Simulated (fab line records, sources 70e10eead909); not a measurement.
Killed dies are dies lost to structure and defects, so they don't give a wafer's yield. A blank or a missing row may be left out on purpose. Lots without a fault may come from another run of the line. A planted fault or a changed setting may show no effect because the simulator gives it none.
Chamber matching | flow nand_harc | NHARC_P_STI_CMP_21 on cmp-04: 4 sister chambers
The step polishes, t overpolish 20 s, target thk 380.67 nm. 14 wafers are shown with their chamber, then 7 later ones without.

WAFERS WITH THEIR CHAMBER
wafer  | chamber | motor_current_A (A) | slurry_filter_dp_kPa (kPa) | overpolish_run_s (s)
L836.2 | 3       | 13.0                | 13.56                      | 19.989
L836.3 | 2       | 11.2                | 13.35                      | 20.000
L836.4 | 0       | 11.4                | 13.63                      | 20.002
L841.4 | 0       | 11.2                | 13.80                      | 20.007
L841.5 | 3       | 12.9                | 13.73                      | 19.991
L841.6 | 2       | 11.2                | 13.28                      | 20.010
L845.3 | 0       | 11.3                | 13.46                      | 19.996
L845.4 | 3       | 13.0                | 13.48                      | 20.007
L845.6 | 1       | 12.3                | 13.63                      | 20.005
L848.4 | 0       | 11.2                | 13.28                      | 20.004
L848.5 | 0       | 11.5                | 13.26                      | 20.007
L848.6 | 1       | 13.2                | 13.32                      | 19.997
L853.3 | 2       | 11.3                | 13.41                      | 19.998
L853.4 | 3       | 13.0                | 13.71                      | 19.997

SIGNATURES (means of the wafers above)
reading              | chamber 0 | chamber 1 | chamber 2 | chamber 3 | scatter within a chamber
motor_current_A      | 11.320    | 12.750    | 11.233    | 12.975    | 0.221
slurry_filter_dp_kPa | 13.4860   | 13.4750   | 13.3467   | 13.6200   | 0.177
overpolish_run_s     | 20.00320  | 20.00100  | 20.00267  | 19.99600  | 0.00627
Rule: a wafer's distance from a chamber is the root of the sum, over the readings, of the square of ((its reading less the chamber's mean) divided by the reading's scatter). The wafer belongs to the nearest chamber; if the next one is less than 2 further off, it can't be placed. The scatter: the root of (the sum of the squares of (reading less its chamber's mean) over the shown wafers, divided by (wafers less chambers)).

WAFERS WITHOUT THEIR CHAMBER
wafer  | motor_current_A (A) | slurry_filter_dp_kPa (kPa) | overpolish_run_s (s)
L853.6 | 11.4                | 13.41                      | 19.997
L854.1 | 10.6                | 13.55                      | 19.993
L854.3 | 12.8                | 13.34                      | 19.997
L854.4 | 12.0                | 13.28                      | 20.014
L857.1 | 10.9                | 13.47                      | 20.006
L857.2 | 11.0                | 13.54                      | 19.995
L857.4 | 12.6                | 13.43                      | 19.999

WHICH CHAMBER EACH WENT THROUGH
wafer  | from the rows above               | in truth
L853.6 | can't be placed: 0 or 2           | 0
L854.1 | can't be placed: 2 or 0           | 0
L854.3 | can't be placed: 1 or 3           | 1
L854.4 | can't be placed: 0 or 2 or 1 or 3 | 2
L857.1 | can't be placed: 2 or 0           | 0
L857.2 | can't be placed: 2 or 0           | 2
L857.4 | can't be placed: 1 or 3           | 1
Placed correctly: 0 of 7. Can't be placed from these rows: 7 (the true chamber is among the candidates in 7). Placed wrongly: 0.
